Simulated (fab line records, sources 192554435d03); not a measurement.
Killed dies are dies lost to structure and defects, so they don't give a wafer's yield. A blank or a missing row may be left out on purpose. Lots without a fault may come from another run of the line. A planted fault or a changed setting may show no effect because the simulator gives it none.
fab line records | flow n5_finfet
record lots=5 wafers=12 last_day=17
route steps=1938 shown BEOL_M2@922 BEOL_M3@931 BEOL_M4@1111 PASSIVATION@1936
lots that met no fault: from a run of the same line without faults
start_h: hours from the record's first day to the start of the lot's first wafer shown | wait_h: hours since the lot's step before | " the same as in the row above | L1.1+2: a row that stands for several wafers | - no value, or no start given | * or withheld: withheld | < > ~ a bound
route shown NAME@n: a module of which the file shows steps, and the number in the route of the first | usual: mean/standard deviation of fault-free wafers | same: alike in all rows | chamber/n: place in a boat | sites: the reading at each site | _std_site: their standard deviation | _edge_site: outer sites' mean less inner sites' | radius_mm: how far each site lies from the wafer's centre | mask NAME#n: copy n | behind: the tool/chamber that last shaped the wafer | hold: why the lot was held/for how many hours/how that ended | device: the transistor (n, p or np) that didn't switch | end of line: the same wafers' tests at the end of the route | a step without rows: its recipe alone | killed: dies lost to structure and defects at the first sort, not the wafer's yield | map: a wafer's dies, x killed, . not, _ none there
set.NAME: the setting as run; set.NAME@STEP: as run at that earlier step | model.NAME: the simulator's own value behind a step, which no gauge read
lots at some steps of the route; a table a step, a row a wafer
services: from which hour (start_h, from the record's first day; less than 0 if before it) a tool's chamber was out of use, for how many hours, and why
## steps
# step N5_BEOL_M2_ANNEAL_51
# recipe temp_c=225 time_s=90 ambient=N2
# step N5_BEOL_M2_CMP_52
# recipe stop_on=SiOC t_overpolish_s=6.8 down_force_psi=1 platen_rpm=50 clearing_platen_down_force_psi=1.5 clearing_platen_rpm=50 post_cmp_clean=cu_alkaline target_thk_nm=40 clearing_platen_pad_velocity_m_s=0.99484 pad_velocity_m_s=0.99484
# step N5_BEOL_M2_PRE_CLEAN_60
# recipe gas=NH3/H2 time_s=15 temp_c=* rf_power_w=300
# step N5_BEOL_M2_CO_CAP_55
# recipe material=Co target_thk_a=20 temp_c=200 precursor=CCTBA/H2 pressure_torr=30 time_s=102.1
# step N5_BEOL_M2_PRE_CLEAN_56
# recipe gas=NH3 time_s=15 temp_c=withheld rf_power_w=300
# step N5_BEOL_M2_DEP_57
# recipe material=SiCN target_thk_a=80 temp_c=withheld precursor=3MS/NH3 pressure_torr=3 rf_w=202 time_s=14
# step N5_BEOL_M3_ILD_DEP_00
# recipe material=SiOC target_thk_a=790 temp_c=350 precursor=DEMS/O2 pressure_torr=5 rf_w=500 time_s=15.3
# step N5_BEOL_M3_PECVD_72
# recipe material=SiO2 target_thk_a=160 temp_c=400 precursor=TEOS/O2 pressure_torr=5.5 rf_w=450 teos_flow_sccm=53.8 gas=O2 flow_sccm=3000 time_s=18
# step N5_BEOL_M3_HM_DEP_02
# recipe material=TiN target_thk_a=200 temp_c=25 chamber_pressure_pa=0.49996
# usual susceptor_temp_C=25.00/0.1 throttle_valve_pct=30.4/1
# columns lot.wafer tool chamber start_h wait_h susceptor_temp_C throttle_valve_pct model.TiN_of_BEOL_M3_HM_DEP_02.thk_nm
L230.1 pvd_sputter-01 - 188.03 1.5 25.12 31.3 20
L230.2 " - " " 25.04 31.0 19.8
L230.4 " - " " 25.03 31.1 19.8
L239.3 pvd_sputter-01 - 238.76 0.3 24.96 31.2 19.4
L239.6 " - " " 24.89 31.2 31
L240.3 pvd_sputter-01 - 239.45 0.1 25.14 30.6 19.8
L240.4 " - " " 24.99 29.3 31.6
L243.1 pvd_sputter-01 - 266.25 1.5 25.10 30.8 20
L243.6 " - " " 25.00 31.2 31.4
L246.3 pvd_sputter-02 - 282.75 0.8 25.04 29.0 20.2
L246.4 " - " " 25.11 31.3 19.8
L246.6 " - " " 24.97 29.9 20.2
# step N5_BEOL_M3_COAT_61
# recipe resist=SOC temp_c=250 time_s=60 spin_rpm=1500 resist_thk_nm=60
# step N5_BEOL_M3_COAT_62
# recipe resist=SiARC temp_c=220 time_s=60 spin_rpm=1500 resist_thk_nm=12
# step N5_BEOL_M3_COAT_73
# recipe resist=underlayer temp_c=205 time_s=60 spin_rpm=1500 resist_thk_nm=5
# step N5_BEOL_M3_COAT_05
# recipe resist=CAR-EUV spin_rpm=1500 resist_thk_nm=30
# step N5_BEOL_M3_EBR_07
# recipe solvent=PGMEA ebr_width_mm=1.5
# step N5_BEOL_M3_SOFTBAKE_06
# recipe temp_c=110 time_s=60 resist=CAR-EUV
# step N5_BEOL_M3_EXPOSE_08
# recipe mask_id=M3 na=0.33 source_shape=dipole sigma_inner=0.369 sigma_outer=0.767 polarization=unpolarized dose_mj=33
# step N5_BEOL_M3_PEB_09
# recipe peb_temp_c=100 peb_time_s=60 resist=CAR-EUV
# step N5_BEOL_M3_DEVELOP_10
# recipe develop_time_s=30 developer=TMAH resist=CAR-EUV rinse_liquid=surfactant_rinse dry=air_spin dev_temp_c=23
# step N5_BEOL_M3_DESCUM_16
# recipe chemistry=O2 time_s=7 source_power_w=50 bias_power_w=20 pressure_mtorr=20 rf_frequency_hz=2.712e+07 temp_c=40 resist=CAR-EUV o2_flow_sccm=225
# step N5_BEOL_M3_ETCH_74
# recipe chemistry=N2/H2 target=underlayer target_depth_a=65 mask_material=CAR-EUV time_s=5.2 ion_energy_ev=200 pressure_mtorr=30 source_w=840 bias_w=150 n2_flow_sccm=200 h2_flow_sccm=200 ends=cleared
# step N5_BEOL_M3_ETCH_63
# recipe chemistry=CF4 target=SiARC target_depth_a=156 mask_material=CAR-EUV time_s=26 ion_energy_ev=80 pressure_mtorr=40 source_w=545 bias_w=36 Ar_flow_sccm=100 cf4_flow_sccm=100 ends=cleared
# step N5_BEOL_M3_ETCH_64
# recipe chemistry=N2/H2 target=SOC target_depth_a=750 overetch_a=150 mask_material=SiARC temp_c=40 time_s=112.5 ion_energy_ev=200 pressure_mtorr=30 source_w=840 bias_w=150 n2_flow_sccm=200 h2_flow_sccm=200
# step N5_BEOL_M3_STRIP_65
# recipe chemistry=N2/H2 temp_c=40 n2_flow_sccm=200 h2_flow_sccm=200 rf_frequency_hz=6e+07
# step N5_BEOL_M3_STRIP_75
# recipe chemistry=N2/H2 temp_c=40 n2_flow_sccm=200 h2_flow_sccm=200 rf_frequency_hz=6e+07
# step N5_BEOL_M3_STRIP_66
# recipe chemistry=CF4 resist=SiARC power_w=300 bias_power_w=75 pressure_mtorr=50 cf4_flow_sccm=150 rf_frequency_hz=6e+07
# step N5_BEOL_M3_HM_OPEN_17
# recipe chemistry=Cl2/BCl3 target_depth_a=200 overetch_a=60 target=TiN mask_material=SOC ion_energy_ev=150 pressure_mtorr=10 icp_w=1000 bias_w=126 Cl2_flow_sccm=53.25 bcl3_flow_sccm=21.75 Ar_flow_sccm=25
# usual chamber_pressure_mTorr=10.000/0.0091 drypump_motor_current_A=5.6/0.33 mfc_cl2_sccm=53.25/0.15 oes_ar_750_au=0.85/0.09 oes_product_au=0.72/0.077 throttle_valve_pct=22.06/0.15
# columns lot.wafer tool chamber start_h wait_h chamber_pressure_mTorr drypump_motor_current_A mfc_cl2_sccm oes_ar_750_au oes_product_au rf_hours_counter_h throttle_valve_pct model.etch.depth_nm
L230.1 rie_metal-02 0 188.79 0.0 10.014 6.3 53.33 0.66 0.55 115 22.19 19.94
L230.2 " 1 " " 9.985 5.3 53.53 0.96 0.81 4 22.41 19.9
L230.4 " 1 " " 10.006 5.3 53.41 0.96 0.81 - 22.38 19.81
L239.3 rie_metal-03 1 239.55 0.1 10.003 5.7 53.31 0.88 0.74 - 21.97 19.47
L239.6 " 0 " " 9.987 5.7 53.20 0.78 0.81 - 21.81 26.61
L240.3 rie_metal-03 1 240.24 0.1 9.991 5.7 53.07 0.87 0.76 - 21.97 19.86
L240.4 " 0 " " 9.981 5.7 53.26 0.78 0.81 - 21.83 26.57
L243.1 rie_metal-01 1 267.18 0.0 10.000 5.5 53.15 0.87 0.74 14 22.00 19.96
L243.6 " 1 " " 9.986 5.5 53.28 0.87 0.86 - 21.80 26.03
L246.3 rie_metal-03 1 283.68 0.1 9.997 5.7 53.31 0.87 0.73 - 21.99 20.14
L246.4 " 0 " " 9.992 5.7 52.86 0.77 0.67 - 22.04 19.83
L246.6 " 0 " " 10.009 5.7 52.97 0.77 0.67 - 22.05 20.15
# step N5_BEOL_M3_STRIP_19
# recipe chemistry=O2 power_w=400 temp_c=40 pressure_mtorr=30 rf_frequency_hz=6e+07 bias_power_w=0 overash_fraction=0.2 o2_flow_sccm=225
# step N5_BEOL_M3_COAT_67
# recipe resist=SOC temp_c=250 time_s=60 spin_rpm=1500 resist_thk_nm=60
# step N5_BEOL_M3_COAT_68
# recipe resist=SiARC temp_c=220 time_s=60 spin_rpm=1500 resist_thk_nm=12
# step N5_BEOL_M3_COAT_76
# recipe resist=underlayer temp_c=205 time_s=60 spin_rpm=1500 resist_thk_nm=5
# step N5_BEOL_M3_COAT_22
# recipe resist=CAR-EUV spin_rpm=1500 resist_thk_nm=30
# step N5_BEOL_M3_EBR_24
# recipe solvent=PGMEA ebr_width_mm=1.5
# step N5_BEOL_M3_SOFTBAKE_23
# recipe temp_c=110 time_s=60 resist=CAR-EUV
# step N5_BEOL_M3_EXPOSE_25
# recipe mask_id=V2 na=0.33 source_shape=quasar sigma_inner=0.2 sigma_outer=0.8 polarization=unpolarized defocus_nm=5 dose_mj=63
# step N5_BEOL_M3_ETCHBACK_99
# recipe chemistry=CHF3 target=SiO2 target_depth_a=50 time_s=10.4 source_w=215 bias_w=47 Ar_flow_sccm=200 CHF3_flow_sccm=12 ion_energy_ev=100 pressure_mtorr=30
# usual chamber_pressure_mTorr=29.995/0.027 drypump_motor_current_A=5.5/0.51 oes_ar_750_au=0.81/0.1 oes_product_au=0.80/0.1 rf_vpp_V=239/4.1 showerhead_plenum_p_Torr=2.16/0.083 throttle_valve_pct=17.01/0.24
# columns lot.wafer tool chamber start_h wait_h chamber_pressure_mTorr drypump_motor_current_A oes_ar_750_au oes_product_au rf_hours_counter_h rf_vpp_V showerhead_plenum_p_Torr throttle_valve_pct
L230.1 rie_diel-04 3 189.80 0.1 29.974 5.9 0.71 0.70 217 238 2.02 17.36
L230.2 " 2 " " 29.960 4.7 0.90 0.90 26 240 2.30 16.93
L230.4 " 2 " " 29.967 4.7 0.90 0.91 - 240 2.30 16.93
L239.3 rie_diel-04 3 242.95 2.5 29.987 5.9 0.70 0.68 235 239 2.01 17.37
L239.6 " 0 " " 29.974 5.4 0.90 0.35 - 240 2.10 16.80
L240.3 rie_diel-02 1 243.11 1.9 30.012 5.6 0.73 0.73 180 238 2.24 17.29
L240.4 " 1 " " 30.026 5.6 0.73 0.27 - 239 2.24 17.27
L243.1 rie_diel-02 2 269.29 1.3 29.998 5.1 0.67 0.69 236 247 2.13 17.06
L243.6 " 2 " " 29.988 5.1 0.67 0.26 - 246 2.13 17.04
L246.3 rie_diel-04 2 286.48 1.9 29.993 4.7 0.85 0.85 55 242 2.29 16.96
L246.4 " 0 " " 30.002 5.4 0.88 0.87 47 239 2.10 16.86
L246.6 " 3 " " 29.977 5.9 0.69 0.67 - 238 2.01 17.39
# step N5_BEOL_M3_VIA_ETCH_34
# recipe chemistry=C4F6/O2 target_depth_a=694 mask_material=SOC pressure_mtorr=15 ion_energy_ev=250 taper_deg=4 time_s=65.9 source_w=350 bias_w=170 Ar_flow_sccm=300 C4F6_flow_sccm=10 O2_flow_sccm=10
# usual chamber_pressure_mTorr=15.001/0.012 drypump_motor_current_A=5.5/0.51 oes_ar_750_au=0.81/0.1 oes_product_au=0.80/0.1 rf_vpp_V=660/11 showerhead_plenum_p_Torr=2.86/0.1 throttle_valve_pct=30.69/0.22
# columns lot.wafer tool chamber start_h wait_h chamber_pressure_mTorr drypump_motor_current_A oes_ar_750_au oes_product_au rf_hours_counter_h rf_vpp_V showerhead_plenum_p_Torr throttle_valve_pct
L230.1 rie_diel-04 3 189.94 0.0 15.000 5.9 0.71 0.70 217 662 2.67 30.83
L230.2 " 2 " " 14.991 4.7 0.89 0.90 26 665 3.03 30.80
L230.4 " 2 " " 14.999 4.7 0.89 0.90 - 665 3.03 30.80
L239.3 rie_diel-04 3 243.09 0.0 14.994 5.9 0.69 0.67 235 661 2.67 30.83
L239.6 " 0 " " 15.015 5.4 0.89 0.36 - 667 2.78 30.49
L240.3 rie_diel-02 1 243.25 0.0 14.986 5.6 0.73 0.73 181 659 2.95 31.01
L240.4 " 1 " " 14.995 5.6 0.73 0.27 - 659 2.95 30.89
L243.1 rie_diel-02 2 269.43 0.0 15.019 5.1 0.68 0.69 236 679 2.82 30.74
L243.6 " 2 " " 14.994 5.1 0.68 0.26 - 680 2.82 30.66
L246.3 rie_diel-04 2 286.62 0.0 15.018 4.7 0.85 0.85 55 665 3.02 30.82
L246.4 " 0 " " 15.007 5.4 0.88 0.88 47 667 2.77 30.61
L246.6 " 3 " " 14.996 5.9 0.69 0.68 - 660 2.66 30.85
# step N5_BEOL_M3_TRENCH_ETCH_37
# recipe chemistry=C4F6/O2 target_depth_a=555.55 target=SiOC time_s=29.2 ion_energy_ev=250 pressure_mtorr=30 source_w=355 bias_w=185 Ar_flow_sccm=300 C4F6_flow_sccm=10 O2_flow_sccm=10
# usual chamber_pressure_mTorr=29.998/0.026 drypump_motor_current_A=5.5/0.5 oes_ar_750_au=0.81/0.1 oes_product_au=0.80/0.1 rf_vpp_V=660/11 showerhead_plenum_p_Torr=2.86/0.1 throttle_valve_pct=20.80/0.23
# columns lot.wafer tool chamber start_h wait_h chamber_pressure_mTorr drypump_motor_current_A oes_ar_750_au oes_product_au rf_hours_counter_h rf_vpp_V showerhead_plenum_p_Torr throttle_valve_pct model.TiN_of_BEOL_M3_HM_DEP_02.thk_nm
L230.1 rie_diel-04 3 - - 30.004 5.9 0.70 0.70 217 662 2.68 21.07 17.6
L230.2 " 2 " " 30.008 4.8 0.91 0.91 26 665 3.04 20.76 17.4
L230.4 " 2 " " 29.991 4.7 0.90 0.90 - 664 3.04 20.77 17.4
L239.3 rie_diel-04 3 - - 30.006 5.9 0.69 0.68 235 662 2.67 21.11 17.2
L239.6 " 0 " " 30.008 5.4 0.90 0.89 - 666 2.78 20.65 28.6
L240.3 rie_diel-02 1 - - 30.018 5.6 0.73 0.73 181 657 2.96 21.08 17.4
L240.4 " 1 " " 30.029 5.6 0.73 0.73 - 657 2.96 21.09 29.4
L243.1 rie_diel-02 2 - - 30.033 5.1 0.68 0.69 236 679 2.82 20.83 17.6
L243.6 " 2 " " 30.005 5.1 0.68 0.69 - 678 2.82 20.82 29
L246.3 rie_diel-04 2 - - 29.984 4.8 0.85 0.85 55 664 3.02 20.81 17.8
L246.4 " 0 " " 29.987 5.4 0.88 0.89 47 666 2.78 20.67 17.4
L246.6 " 3 " " 29.959 5.9 0.69 0.67 - 663 2.67 21.13 17.8
# step N5_BEOL_M3_OCD_MEAS_38
# usual trench_depth_nm=55.7/1.1
# columns lot.wafer tool chamber start_h wait_h trench_depth_nm
L230.1 ocd-01 - 190.19 - 55.0
L230.2 " - " " 57.4
L230.4 " - " " 56.6
L239.3 ocd-02 - 243.34 - 53.9
L239.6 " - " " 1.9
L240.3 ocd-02 - 243.51 - 56.2
L240.4 " - " " 0.4
L243.1 ocd-02 - 269.68 - 55.1
L243.6 " - " " 0.4
L246.3 ocd-02 - 286.87 - 56.9
L246.4 " - " " 56.3
L246.6 " - " " 53.9
# step N5_BEOL_M3_CD_MEAS_35
# recipe target_cd_nm=18 target_cd_y_nm=21 polarity=opening
# usual cd_nm=18.1/0.34
# columns lot.wafer tool chamber start_h wait_h cd_nm
L230.1 cd_sem-02 - 190.35 0.0 18.1
L230.2 " - " " 17.5
L230.4 " - " " 17.4
L239.3 cd_sem-02 - 243.50 0.0 18.4
L239.6 " - " " -
L240.3 cd_sem-01 - 243.66 0.0 17.8
L240.4 " - " " -
L243.1 cd_sem-01 - 269.84 0.0 17.8
L243.6 " - " " -
L246.3 cd_sem-03 - 287.02 0.0 17.7
L246.4 " - " " 18.1
L246.6 " - " " 18.5
# step N5_BEOL_M3_THK_MEAS_53
# recipe thk_meas_gauge=xrf reads=Cu_of_BEOL_M3_ECD_50
# usual M3_THK=39.9/1.4
# columns lot.wafer tool chamber start_h wait_h M3_THK[nm]
L230.1 film_metro-01 - 194.77 - 39.6
L230.2 " - " " 39.1
L230.4 " - " " 40.7
L239.3 film_metro-01 - 247.19 - 39.5
L239.6 " - " " -
L240.3 film_metro-01 - 248.33 - 39.1
L240.4 " - " " -
L243.1 film_metro-01 - 273.50 - 41.8
L243.6 " - " " -
L246.3 film_metro-02 - 290.59 - 39.4
L246.4 " - " " 40.7
L246.6 " - " " 40.8
# step N5_BEOL_M4_RC_MEAS_101
# usual DIBL_N=35.8/1.8 DIBL_P=35.6/2 IOFF_N=0.148/0.028 IOFF_P=0.20/0.034 ION_N=672/12 ION_P=462/8.5 SS_N=71.2/0.65 SS_P=73.1/0.67 VT_N=251/3.3 VT_P=-251/3.8
# columns lot.wafer tool chamber start_h wait_h DIBL_N[mV/V] DIBL_P[mV/V] IOFF_N[nA/um] IOFF_P[nA/um] ION_N[uA/um] ION_P[uA/um] SS_N[mV/dec] SS_P[mV/dec] VT_N[mV] VT_P[mV]
L230.1 prober-01 0 202.10 0.0 39.4 37.9 0.207 0.27 693 484 71.9 74.3 244 -243
L230.2 " 0 " " 36.9 35.3 0.155 0.22 672 468 71.6 73.5 251 -246
L230.4 " 0 " " 36.8 36.0 0.171 0.24 689 481 71.8 72.6 246 -244
L239.3 prober-01 0 262.82 0.3 34.0 33.9 0.121 0.17 668 460 71.3 72.1 255 -254
L240.3 prober-02 0 264.51 0.3 33.9 33.7 0.088 0.12 642 441 71.0 72.9 262 -259
L243.1 prober-02 0 282.93 0.0 37.1 35.0 0.162 0.19 674 450 71.5 73.4 251 -253
L246.3 prober-02 0 311.02 0.3 34.3 34.4 0.142 0.20 690 471 70.7 72.1 253 -250
L246.4 " 0 " " 37.9 38.2 0.200 0.25 686 472 71.2 73.8 247 -247
L246.6 " 0 " " 38.1 38.1 0.214 0.26 705 481 71.2 72.8 243 -244
# step N5_PASSIVATION_PROBE_49
# usual defect_limited_yield=91.3/1.5 killed_at_M0_to_M3=34/11 killed_at_M4_up=14/6.1 killed_at_contacts=12/5.9 killed_at_front_end=39/11 killed_at_other=4/3.3 killed_dies=102/18 killed_on_rim=13/3.8 killed_open=67/13 killed_short=33/7.9 sort_bin_5_function=5.1/1 sort_bin_6_memory=3.3/0.7 sort_bin_8_speed=0.1/0.69 sort_n_pass=1077/19 sort_yield_pct=91.3/1.6
# same gross_dies=1180 killed_at_back_side=0 sort_bin_4_leakage[%]=0
# columns lot.wafer tool chamber start_h wait_h defect_limited_yield[%] killed_at_M0_to_M3 killed_at_M4_up killed_at_contacts killed_at_front_end killed_at_other killed_dies killed_on_rim killed_open killed_short sort_bin_5_function[%] sort_bin_6_memory[%] sort_bin_8_speed[%] sort_n_pass sort_yield_pct[%]
L240.4 prober-01 - 370.19 0.2 0.6 1129 10 3 30 1 1173 152 49 20 96.7 2.5 0 7 0.6
L239.3 prober-02 - 376.39 0.1 90.2 18 29 17 45 7 116 16 83 27 5.8 3.3 0 1064 90.2
L239.6 prober-02 - 376.54 0.3 2.2 1064 30 10 44 6 1154 152 95 32 92.4 5.0 0 26 2.2
L243.6 prober-02 - 386.17 0.3 0.1 1104 11 25 39 0 1179 151 59 41 96.3 3.3 0 1 0.1
L246.6 prober-01 - 404.44 0.3 91.9 28 16 9 42 1 96 13 68 26 5.1 3.0 0 1084 91.9
# killed by level:class
L240.4 BEOL_M3:area_open=1103 BEOL_M1:geometric_particle:open=12 FIN_SAQP:geometric_particle:short=10 FIN_SAQP:geometric_particle:open=6 BEOL_M0:geometric_particle:open=6 DUMMY_GATE:geometric_particle:open=4 STI_FIN_REVEAL:geometric_particle:open=3 STARTING-WAFER:geometric_particle:open=3
L239.3 MOL_CONTACT_COAG:geometric_particle:open=15 BEOL_M4:geometric_particle:open=14 FIN_SAQP:geometric_particle:open=13 STI_FIN_REVEAL:geometric_particle:open=6 BEOL_M3:geometric_particle:open=6 DUMMY_GATE:geometric_particle:open=5 BEOL_M4:geometric_particle:short=4 FIN_SAQP:geometric_particle:short=3
L239.6 BEOL_M3:area_open=1024 BEOL_M4:geometric_particle:open=16 STI_FIN_REVEAL:geometric_particle:open=14 BEOL_M2:geometric_particle:open=14 MOL_CONTACT_COAG:geometric_particle:open=10 FIN_SAQP:geometric_particle:short=6 BEOL_M0_SAQP:geometric_particle:short=6 ILD0:geometric_particle:open=6
L243.6 BEOL_M3:area_open=1079 MOL_CONTACT_COAG:geometric_particle:open=18 FIN_SAQP:geometric_particle:short=7 MOL_CONTACT_COAG:geometric_particle:short=7 BEOL_M0_SAQP:geometric_particle:short=7 BEOL_M0_SAQP:geometric_particle:open=7 DUMMY_GATE:geometric_particle:open=4 GATE_CUT:geometric_particle:open=4
L246.6 STI_FIN_REVEAL:geometric_particle:open=13 FIN_SAQP:geometric_particle:open=9 BEOL_M0_SAQP:geometric_particle:open=6 DUMMY_GATE:geometric_particle:open=5 MOL_CONTACT_COAG:geometric_particle:open=5 BEOL_M1:geometric_particle:open=5 BEOL_M0_SAQP:geometric_particle:short=4 BEOL_M2:geometric_particle:open=4
# map L239.6 (x killed, . not)
_________________xxxxxxxxxxxx________________
______________xxxxxxxxxxxxxxxxxx_____________
___________xxxxxxxxxxxxxxxxxxxxxxxx__________
__________xxxxxxxxxxxxxxxxxxxxxxxxxx_________
________xxxxxxxxxxxxxxxxxxxxxxxxxxxxxx_______
_______xxxxxxxxxxxxxx.xxxxxxxxxxxxxxxxx______
______xxxxxxxxxxxxxxxxxxxxxxxxxxxxxxxxxx_____
_____xxxxxxxxxxxxxxxxxxxxxxxx..xxxxxxxxxx____
____xxxxxxxxxxxxxx.xxxxxxxxxxxxx..xxxxxxxx___
___xxxxxxxxxxxxxxxxxxxxxx..xxxx.x.xxxxxxxxx__
___xxxxxxxxxxxxxxxxxxx.xxxxxxxxxxxxxxxxxxxx__
__xxxxxxxxxxxxxxxxxxxx.xxxx.xxxx.xxxxxxxxxxx_
__xxxxxxxxxxxxxxxxxxxxxxxxxxxxx.xxxxxxxxxxxx_
_xxxxxxxxxxxxxxxxxxxxxxxxx.xxxxxxxxxxxxxxxxxx
_xxxxxxxxxxxx.xxxxxxxxxxxxxxxxxxxxxxxxxxxxxxx
_xxxxxxxxxxxxxxxxxxxxxxxxxxxxxxxxxxx.xxxxxxxx
_xxxxxxxxxxxxxxxxxxxxxxxxxxxxxxxxxxxxxxxxxxxx
_xxxxxxxxxxxxxxxxxxxxxxxxxxxxxxxxxxxxxxxxxxxx
_xxxxxxxxxxxxxxxxxxxxxxxxxxxxxxxxxxxxxxxxxxxx
_xxxxxxxxxxx.xx.xxxxxxxxxxxxxxxxxxxxxxxxxxxxx
_xxxxxxxxxxxxxxxxxxxxxxxxxxxxxxxxxxxxxxxxxxxx
__xxxxxxxxxxxxxxxxxxxxxxxxxxxxxxxxxxxxxxxxxx_
__xxxxxxxxxxxxxx.xxxxx.x.xxxxxxxxxxxxxxxxxxx_
___xxxxxxxxxxxxxxxx.xxxxxxxxxxxxxxxxxxxxxxx__
___xxxxxxxxxxxxxxxxxxxxxxxxxx.xxxxxxxxxxxxx__
____xxxxxxxxxxxxxxxxx.xxxxxxxxxxxxxxxxxxxx___
_____xxxxxxxxxxxxxxxxxxxxxxxxxxxxxxxxxxxx____
______xxxxxxxxxxxxxxxxxxxxxxxxxxxxxxxxxx_____
_______xxxxxxxxxxxxxxxxxxxxxxxxxxxxxxxx______
________xxxxxxxxxxxxxxxxxxxxxxxxxxxxxx_______
__________xxxxxxxxxxxxxxxxxxxxxxxxxx_________
___________xxxxxxxxxxxxxxxxxxxxxxxx__________
______________xxxxxxxxxxxxxxxxxx_____________
_________________xxxxxxxxxxxx________________
# map L240.4 (x killed, . not)
_________________xxxxxxxxxxxx________________
______________xxxxxxxxxxxxxxxxxx_____________
___________xxxxxxxxxxxxxxxxxxxxxxxx__________
__________xxxxxxxxxxxxxxxxxxxxxxxxxx_________
________xxxxxxxxxxxxxxxxxxxxx.xxxxxxxx_______
_______xxxxxxxxxxxxxxxxxxxxxxxxxxxxxxxx______
______xxxxxxxxxxxxxxxxxxxxxxxxxxxxxxxxxx_____
_____xxxxxxxxxxxxxxxxxxxxxxxxxxxxxxxxxxxx____
____xxxxxxxxxxxxxxxxxxxxxxxxxxxxxxxxxxxxxx___
___xxxxxxxxxxxxxxxxxxxxxxxxxxx.xxxxxxxxxxxx__
___xxxxxxxxxxxxxxxxxxxxxxxxxxxxxxxxxxxxxxxx__
__xxxxxxxxxxxxxxxxxxxxxxxxxxxxxxxxxxxxxxxxxx_
__xxxxxxxxxxxxxxxxxxxxxxxxxxxxxxxxxxxxxxxxxx_
_xxxxxxxxxxxxxxxxxxxxxxxxxxxxxxxxxxxxxxxxxxxx
_xxxxxxxxxxxxxxxxxxxxxxxxxxxxxxxxxxxxxxxxxxxx
_xxxxxxxxxxxxxxxxxxxxxxxxxxxxxxxxxxxxxxxxxxxx
_xxxxxxxxxxxxxxxxxxxxxxxxxxxxxxxxxxxxxxxxxxxx
_xxxxxxxxxxxxxxxxxxxxxx.xxxxxxxxxxxxxxxxxxxxx
_xxxxxxxxxxxxxxxxxxxxx.xxxxxxxxxxxxxxxxxxxxxx
_xxxxxxxxxxxxxxxxxxxxxxxxxxxxxxxxxxxxxxxxxxxx
_xxxxxxxxxxxxxxxxxxxxxxxxxxxxxxxxxxxxxxxxxxxx
__xxxxxxxxxxxxxxxxxxxx..xxxxxxxxxxxxxxxxxxxx_
__xxxxxxxxxxxxxxxxx.xxxxxxxxxxxxxxxxxxxxxxxx_
___xxxxxxxxxxxxxxxxxxxxxxxxxxxxxxxxxxxxxxxx__
___xxxxxxxxxxxxxxxxxxxxxxxxxxxxxxxxxxxxxxxx__
____xxxxxxxxxxxxxxxxxxxxxxxxxxxxxxxxxxxxxx___
_____xxxxxxxxxxxxxxxxxxxxxxxxxxxxxxxxxxxx____
______xxxxxxxxxxxxxxxxxxxxxxxxxxxxxxxxxx_____
_______xxxxxxxxxxxxxxxxxxxxxxxxxxxxxxxx______
________xxxxxxxxxxxxxxxxxxxxxxxxxxxxxx_______
__________xxxxxxxxxxxxxxxxxxxxxxxxxx_________
___________xxxxxxxxxxxxxxxxxxxxxxxx__________
______________xxxxxxxxxxxxxxxxxx_____________
_________________xxxxxxxxxxxx________________
## services
# columns tool chamber start_h hours kind
rie_diel-04 1 178.16 - clean
rie_diel-04 1 178.16 - consumable_replace:focus_ring
rie_diel-04 1 178.16 17.2 scheduled_down
rie_diel-04 1 178.16 17.2 vent_cycle
rie_diel-02 0 185.57 - clean
rie_diel-02 0 185.57 - consumable_replace:focus_ring
rie_diel-02 0 185.57 15.5 scheduled_down
rie_diel-02 0 185.57 15.5 vent_cycle
rie_metal-02 1 206.40 14.0 repair
rie_metal-02 0 219.95 4.2 repair
rie_diel-02 0 227.10 2.8 repair
rie_metal-03 - 234.61 0.4 repair
rie_metal-01 - 263.39 0.9 repair
rie_diel-02 1 264.14 12.0 repair
rie_metal-02 0 270.09 - clean
rie_metal-02 0 270.09 14.1 scheduled_down
rie_metal-02 0 270.09 14.1 vent_cycle
## key
first_sign step=N5_BEOL_M3_ETCHBACK_99 reading=oes_product_au direction=down sigmas=4.9 usual=0.80 struck=0.29
effect step=N5_BEOL_M3_VIA_ETCH_34 reading=oes_product_au direction=down sigmas=4.9 usual=0.80 struck=0.30
effect step=N5_BEOL_M3_OCD_MEAS_38 reading=trench_depth_nm direction=down sigmas=48 usual=55.7 struck=0.9
effect step=N5_BEOL_M3_CD_MEAS_35 reading=cd_nm direction=missing
effect step=N5_BEOL_M3_THK_MEAS_53 reading=M3_THK direction=missing
effect step=N5_PASSIVATION_PROBE_49 reading=killed_at_M0_to_M3 direction=up sigmas=95 usual=34 struck=1099
model_effect step=N5_BEOL_M3_HM_DEP_02 value=TiN_of_BEOL_M3_HM_DEP_02.thk_nm without=19.8 struck=31.33
model_effect step=N5_BEOL_M3_HM_OPEN_17 value=etch.depth_nm without=19.8 struck=26.4
model_effect step=N5_BEOL_M3_TRENCH_ETCH_37 value=TiN_of_BEOL_M3_HM_DEP_02.thk_nm without=17.47 struck=29
more_kills_born_at N5_BEOL_M3_HM_OPEN_17@rie_metal-03=2127 N5_BEOL_M3_HM_OPEN_17@rie_metal-01=1079
met_at N5_BEOL_M3_HM_DEP_02
struck_wafers L239.6,L240.4,L243.6
later_rows_left_out L239.6,L240.4,L243.6
onset_between 188.03 238.76
fault kind=process_parameter_drift tool=pvd_sputter-01 chamber=- onset_h=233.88 steps=N5_BEOL_M3_HM_DEP_02 channel=target_thk_a offset=* shape=step end_h=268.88 scope=struck_wafers_only acts_in=* stated=*
# later_rows_left_out: the simulator's readings of these wafers behind a module that went badly wrong aren't trusted and aren't shown, but for the sort
